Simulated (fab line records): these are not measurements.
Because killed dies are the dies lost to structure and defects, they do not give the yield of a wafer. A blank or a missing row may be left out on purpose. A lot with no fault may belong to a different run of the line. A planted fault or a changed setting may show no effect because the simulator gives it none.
fab line records	flow n5Finfet
record: lots: 24	wafers: 72	lastDay: 17
route steps=1938 shown SDB@357 HKMG_FIN@386
lots that met no fault: from a run of the same line without faults
startH: hours from the record's opening day to when the first of the lot's shown wafers began	waitH: hours from the lot's prior step to this one	" the same as in the row above	L1.1+2: one row covering several wafers at once	- either no value or no given start	* or withheld: withheld	< > ~ a bound
route shown NAME@n: names a module that has steps shown in the file, with the first one's number in the route	usual: mean/standard deviation of fault-free wafers	same: alike in all rows	chamber/n: place in a boat	sites: per-site readings	_std_site: the standard deviation of these	_edge_site: mean of outer sites minus mean of inner sites	radiusMm: how far each site lies from the wafer's centre	mask NAME#n: copy n	behind: the tool/chamber that last shaped the wafer	hold: what put the lot on hold/how long, in hours/how the hold closed	device: whichever transistor did not switch (one of n, p or np)	end of line: the tests these same wafers got at the end of their route	step lacking rows: just its recipe	killed: at the first sort, the dies lost to defects and structure; wafer yield is something else	map: a wafer's dies, marking killed ones x, the rest . and places with no die _
set.NAME: the setting the step ran with; set.NAME@STEP: the setting that earlier step ran with	model.NAME: the simulator's own value behind a step, which no gauge read
the route's steps for a sample of lots (tables are steps, rows are wafers)
services: when a tool's chamber went out of use (startH, in hours from the record's first day, below 0 if earlier), for how many hours, and the reason
== steps ==
step: N5_SDB_OVL_MEAS_12
recipe: pointsPerWafer: 44
usual: SDB_OVL: 0.6/0.67
lot.wafer	tool	chamber	startH	waitH	SDB_OVL[nm]
L074.2	overlay-01	0	64.48	0.0	-0.2
L074.3	"	0	"	"	-0.1
L074.5	"	0	"	"	0.5
L075.1	overlay-01	0	75.08	0.0	0.3
L075.3	"	0	"	"	0.8
L075.5	"	0	"	"	0.1
L076.1	overlay-02	0	76.44	0.0	0.6
L076.4	"	0	"	"	-0.2
L076.6	"	0	"	"	0.4
L077.2	overlay-02	0	83.72	0.0	0.3
L077.5	"	0	"	"	0.1
L077.6	"	0	"	"	0.4
L078.1	overlay-01	0	88.64	0.0	1.1
L078.2	"	0	"	"	-0.6
L078.4	"	0	"	"	0.4
L079.1	overlay-02	0	93.88	0.0	0.6
L079.2	"	0	"	"	1.2
L079.5	"	0	"	"	0.4
L080.2	overlay-02	0	102.32	0.0	0.4
L080.3	"	0	"	"	0.7
L080.4	"	0	"	"	0.3
L081.2	overlay-01	0	107.64	0.0	1.0
L081.4	"	0	"	"	0.6
L081.5	"	0	"	"	1.0
L082.1	overlay-02	0	114.87	0.0	0.6
L082.3	"	0	"	"	0.0
L082.6	"	0	"	"	0.5
L083.1	overlay-01	0	127.67	0.0	0.3
L083.2	"	0	"	"	1.2
L083.3	"	0	"	"	0.0
L084.2	overlay-02	0	129.32	0.0	1.5
L084.5	"	0	"	"	0.8
L084.6	"	0	"	"	1.1
L085.1	overlay-02	0	135.44	0.0	1.1
L085.4	"	0	"	"	-0.1
L085.5	"	0	"	"	0.3
L086.2	overlay-01	0	139.29	0.0	1.3
L086.4	"	0	"	"	-0.1
L086.6	"	0	"	"	0.2
L087.1	overlay-01	0	143.95	0.0	1.1
L087.3	"	0	"	"	0.9
L087.5	"	0	"	"	0.9
L088.1	overlay-02	0	153.20	0.0	0.5
L088.2	"	0	"	"	-0.2
L088.4	"	0	"	"	0.2
L089.2	overlay-02	0	155.17	0.0	-0.3
L089.3	"	0	"	"	-1.0
L089.5	"	0	"	"	0.1
L090.2	overlay-02	0	164.23	0.0	0.8
L090.3	"	0	"	"	3.0
L090.4	"	0	"	"	0.7
L091.3	overlay-01	0	166.22	0.0	0.5
L091.4	"	0	"	"	-1.1
L091.6	"	0	"	"	-0.2
L092.1	overlay-02	0	176.54	0.0	1.3
L092.2	"	0	"	"	1.2
L092.5	"	0	"	"	0.9
L093.4	overlay-02	0	179.67	0.0	1.0
L093.5	"	0	"	"	0.5
L093.6	"	0	"	"	0.0
L094.2	overlay-02	0	185.63	0.0	-0.4
L094.3	"	0	"	"	1.1
L094.4	"	0	"	"	0.8
L095.1	overlay-02	0	192.25	0.0	0.4
L095.4	"	0	"	"	0.2
L095.5	"	0	"	"	0.7
L096.1	overlay-01	0	198.51	0.0	-0.4
L096.2	"	0	"	"	1.1
L096.6	"	0	"	"	0.5
L097.1	overlay-01	0	205.48	0.0	1.2
L097.3	"	0	"	"	-0.3
L097.5	"	0	"	"	0.4
step: N5_SDB_DESCUM_16
recipe: chemistry: O2	timeS: 7.9	sourcePowerW: 50	biasPowerW: 20	pressureMtorr: 20	rfFrequencyHz: 2.712e+07	tempC: 40	resist: CAR-ArF	o2FlowSccm: 225
usual: chamberPressureMTorr: 20.000/0.019	drypumpMotorCurrentA: 5.4/0.47	oesProductAu: 0.80/0.069	rfVppV: 243.3/1.5	showerheadPlenumPTorr: 2.11/0.072	throttleValvePct: 20.48/0.21
lot.wafer	tool	chamber	startH	waitH	chamberPressureMTorr	drypumpMotorCurrentA	oesProductAu	rfHoursCounterH	rfVppV	showerheadPlenumPTorr	throttleValvePct
L074.2	rieDiel-01	2	64.54	0.0	19.985	5.1	0.83	69	244.7	2.21	20.65
L074.3	"	1	"	"	19.969	5.7	0.69	222	241.8	2.07	20.58
L074.5	"	2	"	"	20.003	5.1	0.83	-	244.9	2.21	20.65
L075.1	rieDiel-03	0	75.14	0.0	20.008	6.3	0.72	187	245.2	2.18	20.67
L075.3	"	2	"	"	20.013	5.7	0.74	172	241.2	2.00	20.55
L075.5	"	2	"	"	20.015	5.8	0.75	-	241.8	2.00	20.54
L076.1	rieDiel-03	0	76.50	0.0	19.966	6.3	0.72	188	246.0	2.18	20.67
L076.4	"	2	"	"	20.002	5.7	0.74	172	240.9	2.00	20.56
L076.6	"	3	"	"	19.977	5.8	0.69	-	243.0	2.16	20.78
L077.2	rieDiel-01	0	83.78	0.0	20.005	5.6	0.75	178	243.2	2.08	20.58
L077.5	"	3	"	"	20.039	6.5	0.93	-	245.5	2.24	20.14
L077.6	"	0	"	"	20.011	5.6	0.75	-	242.1	2.08	20.58
L078.1	rieDiel-06	0	88.75	0.1	20.002	5.0	0.75	162	244.4	2.17	20.58
L078.2	"	2	"	"	19.982	5.2	0.84	79	243.2	2.04	20.57
L078.4	"	3	"	"	19.990	4.9	0.86	47	241.8	2.05	20.13
L079.1	rieDiel-01	1	93.94	0.0	19.996	5.8	0.68	235	243.9	2.07	20.59
L079.2	"	0	"	"	20.000	5.6	0.74	182	242.8	2.08	20.58
L079.5	"	1	"	"	20.007	5.7	0.69	-	243.4	2.07	20.58
L080.2	rieDiel-06	1	102.37	0.0	20.008	5.3	0.83	77	244.0	2.14	20.53
L080.3	"	0	"	"	19.978	5.1	0.74	167	243.3	2.16	20.58
L080.4	"	2	"	"	20.022	5.2	0.84	84	241.5	2.04	20.56
L081.2	rieDiel-06	2	107.70	0.0	19.979	5.2	0.83	85	241.9	2.04	20.57
L081.4	"	3	"	"	19.988	4.9	0.86	53	242.8	2.05	20.14
L081.5	"	3	"	"	20.026	4.9	0.85	-	242.8	2.05	20.15
L082.1	rieDiel-01	0	115.12	0.2	19.978	5.6	0.73	189	242.6	2.08	20.62
L082.3	"	3	"	"	20.012	6.5	0.89	27	245.6	2.23	20.14
L082.6	"	1	"	"	19.975	5.8	0.68	-	242.4	2.06	20.62
L083.1	rieDiel-01	0	127.73	0.0	20.008	5.6	0.74	194	244.0	2.08	20.61
L083.2	"	1	"	"	19.975	5.7	0.68	245	243.0	2.06	20.61
L083.3	"	3	"	"	20.007	6.5	0.88	31	244.5	2.23	20.15
L084.2	rieDiel-06	2	129.38	0.0	19.996	5.2	0.83	94	240.9	2.04	20.57
L084.5	"	3	"	"	19.963	4.9	0.85	-	243.0	2.04	20.14
L084.6	"	0	"	"	20.006	5.0	0.75	-	245.5	2.16	20.61
L085.1	rieDiel-06	0	135.50	0.0	19.990	5.1	0.75	177	244.4	2.16	20.60
L085.4	"	2	"	"	20.017	5.2	0.82	95	241.3	2.04	20.57
L085.5	"	1	"	"	20.004	5.4	0.81	-	243.9	2.14	20.53
L086.2	rieDiel-06	1	139.36	0.0	20.012	5.4	0.81	89	242.4	2.14	20.53
L086.4	"	0	"	"	20.024	5.0	0.74	179	244.2	2.16	20.61
L086.6	"	2	"	"	20.015	5.2	0.82	-	242.2	2.04	20.58
L087.1	rieDiel-06	0	144.01	0.0	20.006	5.0	0.74	180	243.6	2.16	20.63
L087.3	"	3	"	"	20.024	4.9	0.83	66	243.1	2.04	20.14
L087.5	"	1	"	"	19.991	5.4	0.81	-	242.3	2.14	20.54
L088.1	rieDiel-06	1	153.25	0.0	20.026	5.4	0.81	94	244.5	2.13	20.53
L088.2	"	0	"	"	20.013	5.0	0.73	183	245.6	2.16	20.61
L088.4	"	2	"	"	20.011	5.2	0.81	102	241.5	2.03	20.57
L089.2	rieDiel-01	3	155.29	0.1	19.976	6.5	0.87	41	246.0	2.23	20.17
L089.3	"	2	"	"	20.006	5.2	0.80	101	244.6	2.20	20.69
L089.5	"	2	"	"	19.993	5.1	0.80	-	244.8	2.20	20.69
L090.2	rieDiel-01	1	164.29	0.0	19.997	5.8	1.00	1	243.9	2.06	20.22
L090.3	"	3	"	"	19.993	6.5	0.87	44	245.8	2.23	20.19
L090.4	"	0	"	"	20.035	5.6	0.73	207	244.1	2.07	20.63
L091.3	rieDiel-01	0	166.27	0.0	20.023	5.6	0.73	207	242.3	2.07	20.63
L091.4	"	1	"	"	19.991	5.8	0.98	2	243.8	2.06	20.23
L091.6	"	2	"	"	20.015	5.1	0.79	-	245.7	2.20	20.69
L092.1	rieDiel-03	3	176.60	0.0	19.973	5.8	0.97	13	243.3	2.15	20.45
L092.2	"	2	"	"	20.005	5.8	0.72	209	240.4	1.99	20.61
L092.5	"	3	"	"	19.983	5.8	0.96	-	244.9	2.15	20.47
L093.4	rieDiel-06	0	179.73	0.0	19.986	5.0	0.73	193	244.6	2.15	20.63
L093.5	"	3	"	"	19.974	4.9	0.82	-	241.3	2.04	20.18
L093.6	"	0	"	"	20.010	5.0	0.72	-	243.3	2.15	20.64
L094.2	rieDiel-03	1	185.68	0.0	20.028	4.8	0.80	102	243.2	2.03	20.09
L094.3	"	0	"	"	19.984	6.2	0.70	226	244.6	2.16	20.71
L094.4	"	3	"	"	19.965	5.8	0.96	15	245.4	2.15	20.47
L095.1	rieDiel-06	3	192.31	0.0	19.994	4.9	0.81	83	240.7	2.04	20.19
L095.4	"	1	"	"	20.014	5.3	0.80	-	243.7	2.13	20.56
L095.5	"	3	"	"	20.022	4.9	0.81	-	243.0	2.04	20.19
L096.1	rieDiel-06	3	199.43	0.9	20.000	4.9	0.81	86	243.4	2.03	20.18
L096.2	"	1	"	"	20.001	5.4	0.79	110	241.9	2.13	20.57
L096.6	"	3	"	"	19.999	4.9	0.82	-	243.6	2.03	20.18
L097.1	rieDiel-06	1	205.69	0.2	20.035	5.3	0.79	112	242.1	2.13	20.57
L097.3	"	0	"	"	20.012	5.0	0.73	195	244.1	2.15	20.64
L097.5	"	3	"	"	19.997	4.9	0.81	-	241.4	2.03	20.19
step: N5_SDB_STRIP_22
recipe: chemistry: N2/H2	powerW: 1000	tempC: 250	h2Frac: 0.65	overashFraction: 0.3	pressureMtorr: withheld	n2FlowSccm: 1750	h2FlowSccm: 3250
usual: drypumpMotorCurrentA: 5.7/0.39	heaterPowerW: 350/34	oesProductAu: 0.715/0.0045	stripTimeToEndpointS: 96.3/0.36
lot.wafer	tool	chamber	startH	waitH	drypumpMotorCurrentA	heaterPowerW	oesProductAu	rfHoursCounterH	stripTimeToEndpointS
L074.2	plasmaAsher-01	1	64.85	0.1	6.2	321	0.714	94	96.9
L074.3	"	1	"	"	6.2	317	0.708	-	96.7
L074.5	"	0	"	"	5.2	371	0.721	-	96.7
L075.1	plasmaAsher-01	1	75.45	0.1	6.2	325	0.716	96	95.9
L075.3	"	0	"	"	5.2	368	0.721	-	96.1
L075.5	"	0	"	"	5.2	359	0.712	-	96.2
L076.1	plasmaAsher-01	0	76.81	0.1	5.2	355	0.713	96	96.3
L076.4	"	1	"	"	6.2	327	0.711	-	96.4
L076.6	"	1	"	"	6.2	317	0.708	-	96.8
L077.2	plasmaAsher-01	0	84.08	0.1	5.2	365	0.717	97	96.1
L077.5	"	0	"	"	5.2	368	0.715	-	95.5
L077.6	"	1	"	"	6.2	313	0.717	-	96.2
L078.1	plasmaAsher-02	0	89.05	0.1	5.9	318	0.724	31	96.4
L078.2	"	1	"	"	5.6	416	0.718	31	96.0
L078.4	"	0	"	"	5.9	325	0.718	-	97.0
L079.1	plasmaAsher-01	0	94.28	0.1	5.2	365	0.718	100	97.0
L079.2	"	1	"	"	6.2	315	0.716	100	96.6
L079.5	"	0	"	"	5.2	369	0.717	-	96.5
L080.2	plasmaAsher-02	1	102.68	0.1	5.6	406	0.720	34	96.8
L080.3	"	1	"	"	5.6	395	0.712	-	96.8
L080.4	"	0	"	"	5.9	318	0.706	-	96.3
L081.2	plasmaAsher-02	0	108.01	0.1	5.9	315	0.730	35	95.9
L081.4	"	1	"	"	5.6	395	0.712	-	96.5
L081.5	"	0	"	"	5.9	321	0.710	-	96.4
L082.1	plasmaAsher-02	1	115.43	0.1	5.6	406	0.715	36	96.5
L082.3	"	1	"	"	5.6	411	0.710	-	96.2
L082.6	"	0	"	"	5.9	329	0.714	-	96.8
L083.1	plasmaAsher-02	1	128.04	0.1	5.6	397	0.719	39	96.1
L083.2	"	0	"	"	5.9	323	0.709	39	96.6
L083.3	"	1	"	"	5.6	404	0.718	-	96.2
L084.2	plasmaAsher-01	1	129.69	0.1	6.2	325	0.710	106	95.8
L084.5	"	1	"	"	6.2	311	0.728	-	96.9
L084.6	"	0	"	"	5.2	356	0.713	-	96.6
L085.1	plasmaAsher-01	1	135.81	0.1	6.2	320	0.719	107	96.1
L085.4	"	1	"	"	6.2	325	0.730	-	95.8
L085.5	"	1	"	"	6.2	315	0.715	-	96.5
L086.2	plasmaAsher-01	1	139.67	0.1	6.2	328	0.717	108	97.1
L086.4	"	0	"	"	5.2	377	0.718	-	96.5
L086.6	"	0	"	"	5.2	372	0.718	-	96.3
L087.1	plasmaAsher-01	0	144.32	0.1	5.2	373	0.718	109	96.4
L087.3	"	1	"	"	6.2	313	0.710	-	96.7
L087.5	"	0	"	"	5.2	363	0.711	-	96.5
L088.1	plasmaAsher-01	0	153.56	0.1	5.2	363	0.717	111	96.4
L088.2	"	1	"	"	6.2	323	0.717	111	96.8
L088.4	"	0	"	"	5.2	371	0.715	-	96.1
L089.2	plasmaAsher-02	1	155.60	0.1	5.7	401	0.720	44	95.8
L089.3	"	0	"	"	5.9	312	0.709	-	96.8
L089.5	"	0	"	"	5.9	319	0.718	-	96.9
L090.2	plasmaAsher-01	1	164.59	0.1	6.2	313	0.717	113	96.5
L090.3	"	1	"	"	6.2	310	0.718	-	96.1
L090.4	"	0	"	"	5.2	372	0.713	-	96.8
L091.3	plasmaAsher-01	1	166.62	0.1	6.2	317	0.713	-	96.1
L091.4	"	0	"	"	5.2	364	0.713	-	96.0
L091.6	"	0	"	"	5.2	365	0.717	-	96.3
L092.1	plasmaAsher-01	1	176.91	0.1	6.2	321	0.711	116	96.3
L092.2	"	0	"	"	5.2	364	0.709	116	96.5
L092.5	"	0	"	"	5.2	355	0.720	-	96.4
L093.4	plasmaAsher-02	0	180.09	0.1	5.9	315	0.720	-	96.2
L093.5	"	0	"	"	5.9	322	0.721	-	96.4
L093.6	"	1	"	"	5.6	398	0.716	-	96.3
L094.2	plasmaAsher-02	1	185.99	0.1	5.6	403	0.712	49	96.5
L094.3	"	0	"	"	5.9	317	0.717	-	96.2
L094.4	"	1	"	"	5.6	407	0.717	-	96.1
L095.1	plasmaAsher-02	0	192.62	0.1	5.9	315	0.710	51	96.0
L095.4	"	0	"	"	5.9	309	0.711	-	96.3
L095.5	"	1	"	"	5.6	394	0.709	-	96.3
L096.1	plasmaAsher-01	0	199.73	0.1	5.2	362	0.713	121	96.3
L096.2	"	1	"	"	6.2	315	0.710	121	95.6
L096.6	"	1	"	"	6.2	319	0.718	-	96.4
L097.1	plasmaAsher-02	1	206.04	0.1	5.6	399	0.714	53	96.0
L097.3	"	0	"	"	5.9	319	0.714	-	96.4
L097.5	"	0	"	"	5.9	326	0.717	-	96.4
step: N5_HKMG_FIN_HK_ALD_01
recipe: material: HfO2	targetThkA: 16	tempC: withheld	aldPrecursorFamily: HfCl4	aldCoReactant: H2O	pulseTimeS: 3	purgeTimeS: 3	coReactantPurgeTimeS: 2.5	coReactantPulseTimeS: 0.3	aldCycles: 30
usual: precursorPulseHeightRel: 1.002/0.022
lot.wafer	tool	chamber	startH	waitH	precursorPulseHeightRel
L074.2	aldHk-02	0	69.00	0.0	1.013
L074.3	"	2	"	"	0.990
L074.5	"	3	"	"	1.019
L075.1	aldHk-01	2	79.76	0.0	0.977
L075.3	"	1	"	"	1.018
L075.5	"	3	"	"	1.006
L076.1	aldHk-01	2	81.74	0.0	0.968
L076.4	"	1	"	"	0.982
L076.6	"	0	"	"	0.959
L077.2	aldHk-03	2	88.24	0.0	1.002
L077.5	"	1	"	"	1.044
L077.6	"	0	"	"	0.975
L078.1	aldHk-03	0	93.49	0.0	1.046
L078.2	"	2	"	"	1.003
L078.4	"	3	"	"	1.051
L079.1	aldHk-03	1	98.51	0.0	0.995
L079.2	"	2	"	"	1.015
L079.5	"	3	"	"	0.995
L080.2	aldHk-01	3	106.99	0.0	1.002
L080.3	"	1	"	"	0.993
L080.4	"	0	"	"	1.022
L081.2	aldHk-02	3	113.38	0.0	0.979
L081.4	"	2	"	"	1.007
L081.5	"	0	"	"	1.026
L082.1	aldHk-01	3	119.85	0.0	1.004
L082.3	"	0	"	"	0.998
L082.6	"	1	"	"	0.999
L083.1	aldHk-02	0	132.16	0.0	1.023
L083.2	"	2	"	"	0.982
L083.3	"	3	"	"	0.997
L084.2	aldHk-01	3	133.81	0.0	0.990
L084.5	"	0	"	"	1.023
L084.6	"	1	"	"	0.995
L085.1	aldHk-02	1	140.06	0.0	1.005
L085.4	"	3	"	"	0.999
L085.5	"	0	"	"	1.026
L086.2	aldHk-01	1	143.95	0.0	0.995
L086.4	"	3	"	"	0.971
L086.6	"	1	"	"	0.987
L087.1	aldHk-03	1	148.53	0.0	0.974
L087.3	"	0	"	"	1.027
L087.5	"	3	"	"	1.034
L088.1	aldHk-01	1	157.95	0.0	1.002
L088.2	"	3	"	"	0.973
L088.4	"	2	"	"	0.995
L089.2	aldHk-02	1	159.98	0.0	1.012
L089.3	"	2	"	"	1.021
L089.5	"	0	"	"	0.981
L090.2	aldHk-01	1	168.72	0.0	0.979
L090.3	"	0	"	"	1.037
L090.4	"	3	"	"	0.968
L091.3	aldHk-02	0	170.93	0.0	1.040
L091.4	"	2	"	"	1.022
L091.6	"	1	"	"	1.001
L092.1	aldHk-01	2	181.58	0.0	0.990
L092.2	"	1	"	"	1.029
L092.5	"	2	"	"	0.976
L093.4	aldHk-01	0	185.17	0.0	0.963
L093.5	"	3	"	"	1.035
L093.6	"	0	"	"	1.010
L094.2	aldHk-02	2	192.99	0.0	1.010
L094.3	"	3	"	"	1.043
L094.4	"	0	"	"	1.020
L095.1	aldHk-03	2	196.75	0.0	0.976
L095.4	"	1	"	"	0.962
L095.5	"	0	"	"	0.982
L096.1	aldHk-02	3	203.99	0.0	1.047
L096.2	"	0	"	"	1.012
L096.6	"	1	"	"	1.003
L097.1	aldHk-01	1	210.35	0.0	0.995
L097.3	"	3	"	"	1.013
L097.5	"	0	"	"	1.029
step: N5_HKMG_FIN_INSPECT_61
recipe: mode: adi	inspectInstrument: macro
usual: rawDefectCount: 1.9/1.4
lot.wafer	tool	chamber	startH	waitH	rawDefectCount
L074.2	defectInspect-02	-	69.87	0.0	0
L074.3	"	-	"	"	0
L074.5	"	-	"	"	2
L075.1	defectInspect-02	-	80.77	0.0	2
L075.3	"	-	"	"	2
L075.5	"	-	"	"	1
L076.1	defectInspect-02	-	82.74	0.0	1
L076.4	"	-	"	"	3
L076.6	"	-	"	"	3
L077.2	defectInspect-01	-	89.25	0.0	4
L077.5	"	-	"	"	2
L077.6	"	-	"	"	5
L078.1	defectInspect-02	-	94.48	0.0	1
L078.2	"	-	"	"	3
L078.4	"	-	"	"	0
L079.1	defectInspect-01	-	99.51	0.0	3
L079.2	"	-	"	"	1
L079.5	"	-	"	"	2
L080.2	defectInspect-02	-	107.99	0.0	4
L080.3	"	-	"	"	0
L080.4	"	-	"	"	0
L081.2	defectInspect-01	-	114.46	0.0	1
L081.4	"	-	"	"	3
L081.5	"	-	"	"	0
L082.1	defectInspect-01	-	120.92	0.0	4
L082.3	"	-	"	"	1
L082.6	"	-	"	"	0
L083.1	defectInspect-02	-	133.04	0.0	2
L083.2	"	-	"	"	2
L083.3	"	-	"	"	2
L084.2	defectInspect-01	-	134.68	0.0	1
L084.5	"	-	"	"	0
L084.6	"	-	"	"	1
L085.1	defectInspect-01	-	141.31	0.0	1
L085.4	"	-	"	"	4
L085.5	"	-	"	"	0
L086.2	defectInspect-02	-	144.82	0.0	3
L086.4	"	-	"	"	1
L086.6	"	-	"	"	2
L087.1	defectInspect-01	-	149.53	0.0	1
L087.3	"	-	"	"	1
L087.5	"	-	"	"	4
L088.1	defectInspect-01	-	158.96	0.0	5
L088.2	"	-	"	"	1
L088.4	"	-	"	"	0
L089.2	defectInspect-01	-	160.89	0.0	0
L089.3	"	-	"	"	0
L089.5	"	-	"	"	2
L090.2	defectInspect-01	-	169.95	0.0	4
L090.3	"	-	"	"	3
L090.4	"	-	"	"	3
L091.3	defectInspect-02	-	171.94	0.0	2
L091.4	"	-	"	"	1
L091.6	"	-	"	"	1
L092.1	defectInspect-01	-	182.58	0.0	0
L092.2	"	-	"	"	1
L092.5	"	-	"	"	1
L093.4	defectInspect-01	-	186.17	0.0	3
L093.5	"	-	"	"	3
L093.6	"	-	"	"	4
L094.2	defectInspect-01	-	193.98	0.0	6
L094.3	"	-	"	"	1
L094.4	"	-	"	"	2
L095.1	defectInspect-02	-	197.74	0.0	5
L095.4	"	-	"	"	2
L095.5	"	-	"	"	1
L096.1	defectInspect-02	-	205.08	0.0	1
L096.2	"	-	"	"	1
L096.6	"	-	"	"	4
L097.1	defectInspect-02	-	211.31	0.0	1
L097.3	"	-	"	"	2
L097.5	"	-	"	"	2
step: N5_HKMG_FIN_STRIP_60
recipe: chemistry: N2/H2	powerW: 2500	tempC: 300	h2Frac: 0.65	timeS: 360	pressureMtorr: withheld	n2FlowSccm: 1750	h2FlowSccm: 3250
usual: drypumpMotorCurrentA: 5.7/0.39	heaterPowerW: 488/47
lot.wafer	tool	chamber	startH	waitH	drypumpMotorCurrentA	heaterPowerW	rfHoursCounterH
L074.2	plasmaAsher-02	0	71.22	0.0	5.9	443	27
L074.3	"	0	"	"	5.9	447	-
L074.5	"	1	"	"	5.6	570	-
L075.1	plasmaAsher-01	0	81.68	0.0	5.2	506	97
L075.3	"	1	"	"	6.2	458	-
L075.5	"	1	"	"	6.2	452	-
L076.1	plasmaAsher-02	1	83.65	0.0	5.6	558	29
L076.4	"	0	"	"	5.9	440	-
L076.6	"	1	"	"	5.6	555	-
L077.2	plasmaAsher-01	0	90.17	0.0	5.2	514	99
L077.5	"	0	"	"	5.2	519	-
L077.6	"	1	"	"	6.2	445	-
L078.1	plasmaAsher-02	0	95.43	0.0	5.9	440	32
L078.2	"	1	"	"	5.6	563	32
L078.4	"	0	"	"	5.9	443	-
L079.1	plasmaAsher-01	1	100.43	0.0	6.2	458	101
L079.2	"	0	"	"	5.2	513	101
L079.5	"	1	"	"	6.2	436	-
L080.2	plasmaAsher-01	0	108.91	0.0	5.2	495	103
L080.3	"	0	"	"	5.2	497	-
L080.4	"	1	"	"	6.2	440	-
L081.2	plasmaAsher-02	1	115.61	0.0	5.7	557	36
L081.4	"	1	"	"	5.7	566	-
L081.5	"	1	"	"	5.7	565	-
L082.1	plasmaAsher-02	0	122.00	0.0	5.8	438	38
L082.3	"	1	"	"	5.6	562	-
L082.6	"	0	"	"	5.9	436	-
L083.1	plasmaAsher-02	0	133.95	0.0	5.9	432	39
L083.2	"	1	"	"	5.6	563	39
L083.3	"	1	"	"	5.6	558	-
L084.2	plasmaAsher-02	0	135.59	0.0	5.9	453	40
L084.5	"	1	"	"	5.6	567	-
L084.6	"	0	"	"	5.9	440	-
L085.1	plasmaAsher-01	0	142.22	0.0	5.2	534	108
L085.4	"	0	"	"	5.2	520	-
L085.5	"	1	"	"	6.2	450	-
L086.2	plasmaAsher-01	1	146.01	0.0	6.2	447	109
L086.4	"	1	"	"	6.2	438	-
L086.6	"	1	"	"	6.2	448	-
L087.1	plasmaAsher-02	1	150.47	0.1	5.6	562	43
L087.3	"	0	"	"	5.9	451	-
L087.5	"	0	"	"	5.9	442	-
L088.1	plasmaAsher-01	0	159.87	0.0	5.2	513	112
L088.2	"	1	"	"	6.2	443	112
L088.4	"	0	"	"	5.2	509	-
L089.2	plasmaAsher-01	0	161.80	0.0	5.2	520	112
L089.3	"	1	"	"	6.2	439	-
L089.5	"	1	"	"	6.2	448	-
L090.2	plasmaAsher-01	1	171.04	0.0	6.2	445	114
L090.3	"	0	"	"	5.2	502	-
L090.4	"	1	"	"	6.2	441	-
L091.3	plasmaAsher-01	1	172.99	0.1	6.2	448	-
L091.4	"	0	"	"	5.2	525	-
L091.6	"	1	"	"	6.2	456	-
L092.1	plasmaAsher-01	0	183.50	0.0	5.2	514	117
L092.2	"	1	"	"	6.2	456	117
L092.5	"	1	"	"	6.2	449	-
L093.4	plasmaAsher-01	1	187.20	0.1	6.2	448	-
L093.5	"	1	"	"	6.2	447	-
L093.6	"	0	"	"	5.2	513	-
L094.2	plasmaAsher-01	1	194.93	0.0	6.2	441	120
L094.3	"	0	"	"	5.2	516	-
L094.4	"	1	"	"	6.2	443	-
L095.1	plasmaAsher-02	0	199.51	0.0	5.9	448	51
L095.4	"	0	"	"	5.9	453	-
L095.5	"	0	"	"	5.9	435	-
L096.1	plasmaAsher-01	1	205.99	0.0	6.2	456	122
L096.2	"	0	"	"	5.2	500	122
L096.6	"	0	"	"	5.2	512	-
L097.1	plasmaAsher-02	1	212.24	0.0	5.6	561	54
L097.3	"	0	"	"	5.9	442	-
L097.5	"	1	"	"	5.7	565	-
== services ==
tool	chamber	startH	hours	kind
rieDiel-06	-	54.77	0.3	repair
rieDiel-03	2	54.77	2.2	repair
rieDiel-01	3	68.92	12.7	repair
aldHk-02	-	73.93	14.6	pm
plasmaAsher-02	-	82.43	0.9	repair
rieDiel-06	-	89.79	0.7	repair
rieDiel-03	3	115.55	-	clean
rieDiel-03	3	115.55	-	consumableReplace:focusRing
rieDiel-03	3	115.55	23.0	scheduledDown
rieDiel-03	3	115.55	23.0	ventCycle
rieDiel-03	2	140.46	3.9	repair
rieDiel-01	1	146.78	-	clean
rieDiel-01	1	146.78	-	consumableReplace:focusRing
rieDiel-01	1	146.78	13.0	scheduledDown
rieDiel-01	1	146.78	13.0	ventCycle
rieDiel-03	0	187.82	10.9	repair
rieDiel-06	0	188.36	17.2	repair
== key ==
fault none
